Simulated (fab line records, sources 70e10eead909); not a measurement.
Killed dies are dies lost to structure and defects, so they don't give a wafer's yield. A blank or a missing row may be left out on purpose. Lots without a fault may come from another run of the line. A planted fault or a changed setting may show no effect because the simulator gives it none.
Tool commonality check | flow nand_harc | 13 lots, 39 wafers sampled

WHY IT WAS OPENED
At NHARC_END_SORT_01 the reading killed_at_other is flagged on 3 of 13 lots. Wafers without a fault read 0.7, standard deviation 1.1.
Rule: a lot is flagged when every wafer of it that has a number lies more than 4 standard deviations from that mean, or none has a number. The other lots count as sound.

lot  | measured     | on        | killed_at_other, wafer by wafer | flag
L248 | day 19 18:43 | prober-01 | 1 0 0                           |
L250 | day 20 02:30 | prober-01 | 1 2 0                           |
L247 | day 20 03:17 | prober-02 | 1 0 0                           |
L252 | day 20 16:48 | prober-02 | 0 0 0                           |
L249 | day 20 23:46 | prober-01 | 2 0 0                           |
L253 | day 21 05:58 | prober-01 | 0 0 1                           |
L263 | day 23 06:13 | prober-02 | 657 647 653                     | FLAGGED
L265 | day 23 19:14 | prober-01 | 0 0 1                           |
L264 | day 23 20:10 | prober-02 | 644 634 647                     | FLAGGED
L262 | day 24 03:04 | prober-01 | 620 621 626                     | FLAGGED
L266 | day 24 05:10 | prober-02 | 0 0 0                           |
L268 | day 24 18:59 | prober-01 | 0 0 0                           |
L267 | day 25 12:18 | prober-01 | 4 4 2                           |
The numbers of the flagged lots are 638.8 on average: +638.1 against the usual, or +99 or more standard deviations.

WHICH TOOL RAN EACH LOT
The record holds 3 process steps before the reading, out of a route of 1159 steps. In each cell: the tool, then ch and the chambers that the sampled wafers went through, then the start.
lot  | flag    | NHARC_THIN_TSV_ANNEAL_52         | NHARC_THIN_TSV_PVD_24        | NHARC_THIN_TSV_ETCH_59
L248 |         | rtp_anneal-01 ch 0, day 19 09:01 | pvd_sputter-02, day 19 10:10 | rie_metal-02 ch 0,1, day 19 11:08
L250 |         | rtp_anneal-01 ch 0, day 19 12:07 | pvd_sputter-03, day 19 13:19 | rie_metal-01 ch 0,1, day 19 14:24
L247 |         | rtp_anneal-02 ch 0, day 19 10:47 | pvd_sputter-03, day 19 11:51 | rie_metal-03 ch 0,1, day 19 13:00
L252 |         | rtp_anneal-01 ch 0, day 20 03:23 | pvd_sputter-01, day 20 04:35 | rie_metal-02 ch 0,1, day 20 05:45
L249 |         | rtp_anneal-02 ch 0, day 20 10:15 | pvd_sputter-02, day 20 11:26 | rie_metal-01 ch 0,1, day 20 12:39
L253 |         | rtp_anneal-01 ch 0, day 20 17:29 | pvd_sputter-02, day 20 18:40 | rie_metal-02 ch 0,1, day 20 19:44
L263 | FLAGGED | rtp_anneal-01 ch 0, day 22 20:22 | pvd_sputter-02, day 22 21:29 | rie_metal-02 ch 0,1, day 22 22:36
L265 |         | rtp_anneal-02 ch 0, day 23 07:33 | pvd_sputter-03, day 23 08:37 | rie_metal-01 ch 0, day 23 09:49
L264 | FLAGGED | rtp_anneal-02 ch 0, day 23 08:29 | pvd_sputter-01, day 23 09:35 | rie_metal-02 ch 0, day 23 10:43
L262 | FLAGGED | rtp_anneal-02 ch 0, day 23 09:46 | pvd_sputter-03, day 23 10:49 | rie_metal-01 ch 0, day 23 12:02
L266 |         | rtp_anneal-01 ch 0, day 23 18:20 | pvd_sputter-02, day 23 19:27 | rie_metal-02 ch 0,1, day 23 20:26
L268 |         | rtp_anneal-01 ch 0, day 24 08:19 | pvd_sputter-02, day 24 09:28 | rie_metal-03 ch 1, day 24 10:35
L267 |         | rtp_anneal-02 ch 0, day 24 20:20 | pvd_sputter-03, day 24 21:26 | rie_metal-02 ch 0,1, day 24 22:37
What these steps do:
- NHARC_THIN_TSV_ANNEAL_52: time 90 s.
- NHARC_THIN_TSV_PVD_24: deposits Al, target thk 800 nm.
- NHARC_THIN_TSV_ETCH_59: etches the open film in Cl2/BCl3, target depth 880 nm, time 138.1 s.
- NHARC_END_SORT_01

FLAGGED OVER TOTAL, TOOL BY TOOL (the gauges that took the reading come last)
step                     | tool           | lots run | flagged | share of the flagged lots | sound lots run after its first flagged lot
NHARC_THIN_TSV_ANNEAL_52 | rtp_anneal-01  | 7        | 1       | some                      | 2 (L266,L268)
NHARC_THIN_TSV_ANNEAL_52 | rtp_anneal-02  | 6        | 2       | some                      | 1 (L267)
NHARC_THIN_TSV_PVD_24    | pvd_sputter-01 | 2        | 1       | some                      | 0
NHARC_THIN_TSV_PVD_24    | pvd_sputter-02 | 6        | 1       | some                      | 2 (L266,L268)
NHARC_THIN_TSV_PVD_24    | pvd_sputter-03 | 5        | 1       | some                      | 1 (L267)
NHARC_THIN_TSV_ETCH_59   | rie_metal-01   | 4        | 1       | some                      | 0
NHARC_THIN_TSV_ETCH_59   | rie_metal-02   | 7        | 2       | some                      | 2 (L266,L267)
NHARC_THIN_TSV_ETCH_59   | rie_metal-03   | 2        | 0       | none                      | -
NHARC_END_SORT_01        | prober-01      | 8        | 1       | some                      | 2 (L268,L267)
NHARC_END_SORT_01        | prober-02      | 5        | 2       | some                      | 1 (L266)

WHAT THE TABLE ALLOWS
No row of the table ran every flagged lot.

WHAT THE SIMULATOR HAD PUT IN
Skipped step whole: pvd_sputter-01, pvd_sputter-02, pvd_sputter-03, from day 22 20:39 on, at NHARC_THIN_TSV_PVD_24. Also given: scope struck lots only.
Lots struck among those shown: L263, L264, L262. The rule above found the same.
